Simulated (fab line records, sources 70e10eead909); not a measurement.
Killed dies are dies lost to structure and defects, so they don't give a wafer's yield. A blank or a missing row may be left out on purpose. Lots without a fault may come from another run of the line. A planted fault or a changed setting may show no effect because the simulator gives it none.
A struck lot beside a sound one | flow nand_harc | 22 steps out of a route of 1302
Sound: wafers L171.1, L171.2, L171.4. Struck: wafer L184.6. (L184.1 of the same lot was not struck and is left out.) The cause comes at the end.
At each step with rows: each side's tool, then ch and its chambers, then its first start. Under that, the readings that differ: sound wafers | struck wafers | difference of the means | sigmas: that difference in standard deviations of wafers without a fault.
alike: readings whose means differ by less than 2 such deviations, and words and numbers that are the same on both sides. not compared: withheld readings, readings that some wafer has no value for, bounds like >300 that may hide the same value, and numbers for which the record gives no deviation and whose values overlap.
The two part at a step that has a row with sigmas, a row that says differs or no value, or rows on one side only. Numbers that don't overlap but have no deviation are shown without sigmas and don't part them. A reading that every wafer of one side lacks parts them only if that side has two wafers or more.

NHARC_A_BLC_CMP_25: polishes, t overpolish 30 s, target thk 150 nm.
  sound on cmp-04 ch 0,1,2, day 25 03:13; struck on cmp-02 ch 0, day 30 12:19
  alike: motor_current_A, overpolish_run_s, time_to_endpoint_s
  not compared: pad_life_wafers
then, 1 step without rows for these wafers: NHARC_A_BLC_SRD_27.
NHARC_A_BLC_INSPECT_28:
  sound on defect_inspect-01, day 25 03:37; struck on defect_inspect-02, day 30 12:40
  alike: raw_defect_count
then, 8 steps without rows for these wafers: NHARC_A_M0_DEP_00 (deposits SiOC, target thk 150 nm); NHARC_A_M0_DEHYDRATE_01 (time 120 s); NHARC_A_M0_HMDS_02 (time 30 s); NHARC_A_M0_COAT_33 (time 65 s); NHARC_A_M0_COAT_03 (resist thk 90 nm); NHARC_A_M0_SOFTBAKE_04 (time 55 s); NHARC_A_M0_EBR_05; NHARC_A_M0_EXPOSE_06 (exposes mask A M0, target cd 80 nm).
NHARC_A_M0_PEB_07: peb time 65 s.
  sound on litho_track-04 ch 0, day 25 04:19; struck on litho_track-04 ch 0, day 30 13:29
then, 1 step without rows for these wafers: NHARC_A_M0_DEVELOP_08 (develop time 35 s).
NHARC_A_M0_CD_MEAS_09: target cd 80 nm.
  sound on cd_sem-01 ch 0, day 25 04:23; struck on cd_sem-01 ch 0, day 30 13:34
  reading    | sound          | struck | difference | sigmas
  cd_nm (nm) | 81.1 80.0 80.0 | 87.0   | +6.6       | +10
NHARC_A_M0_OVL_MEAS_10: pitch 160 nm.
  sound on overlay-01, day 25 04:29; struck on overlay-02, day 30 13:39
  reading           | sound          | struck | difference | sigmas
  overlay_x_nm (nm) | -1.3 -1.4 -1.4 | 0.6    | +2.0       | +2
  alike: overlay_y_nm
NHARC_A_M0_INSPECT_11:
  sound on defect_inspect-02, day 25 04:31; struck on defect_inspect-01, day 30 13:41
  reading          | sound    | struck | difference | sigmas
  raw_defect_count | 79 77 67 | 174    | +100       | +3
NHARC_A_M0_DESCUM_14: chemistry O2, time 3 s.
  sound on rie_diel-01 ch 1,2,3, day 25 04:34; struck on rie_diel-03 ch 2, day 30 13:46
  reading               | sound             | struck | difference | sigmas
  model.A_M0.cd_nm (nm) | 80.23 79.86 79.68 | 85.86  | +5.94      |
  alike: drypump_motor_current_A, oes_product_au, rf_vpp_V, showerhead_plenum_p_Torr, throttle_valve_pct
  not compared: rf_hours_counter_h
NHARC_A_M0_ETCH_34: etches the open film in N2/H2, target depth 40 nm, overetch 12 nm, time 43.94 s.
  sound on rie_diel-01 ch 1,2,3, day 25 04:40; struck on rie_diel-03 ch 0, day 30 13:52
  reading             | sound             | struck | difference | sigmas
  h2_flow_sccm (sccm) | 150.2 150.6 150.9 | 149.0  | -1.6       | -4
  alike: drypump_motor_current_A, oes_product_au, rf_vpp_V, showerhead_plenum_p_Torr, throttle_valve_pct
  not compared: rf_hours_counter_h
NHARC_A_M0_ETCH_15: etches the open film in C4F8/Ar, target depth 150 nm, overetch 15 nm, time 82.5 s.
  sound on rie_diel-01 ch 1,2,3; struck on rie_diel-03 ch 2
  reading               | sound             | struck | difference | sigmas
  rf_vpp_V (V)          | 442.9 439.8 437.3 | 435.5  | -4.5       | -2
  model.A_M0.cd_nm (nm) | 79.85 80.01 79.89 | 86.3   | +6.4       |
  alike: oes_product_au
  not compared: rf_hours_counter_h
NHARC_A_M0_CD_MEAS_16:
  sound on cd_sem-02, day 25 04:52; struck on cd_sem-01, day 30 14:05
  reading    | sound          | struck | difference | sigmas
  cd_nm (nm) | 80.1 79.8 79.8 | 86.2   | +6.3       | +7
NHARC_A_M0_STRIP_18: strips in N2/H2.
  sound on rie_diel-10 ch 0,1,3, day 25 04:57; struck on rie_diel-10 ch 3, day 30 14:14
  reading                | sound                | struck | difference | sigmas
  rf_vpp_V (V)           | 91.5 92.0 91.8       | 88.6   | -3.2       | -3
  throttle_valve_pct (%) | 14.178 14.174 14.162 | 14.149 | -0.022     | -2
  alike: drypump_motor_current_A, h2_flow_sccm, oes_product_au, showerhead_plenum_p_Torr
  not compared: rf_hours_counter_h
NHARC_END_SORT_01:
  the record has rows for the sound wafers here (prober-01 ch 0, day 26 18:58) and none for the struck ones

WHERE THEY PART
First at NHARC_A_M0_CD_MEAS_09; last, within this record, at NHARC_END_SORT_01.

WHY: what the simulator had put in
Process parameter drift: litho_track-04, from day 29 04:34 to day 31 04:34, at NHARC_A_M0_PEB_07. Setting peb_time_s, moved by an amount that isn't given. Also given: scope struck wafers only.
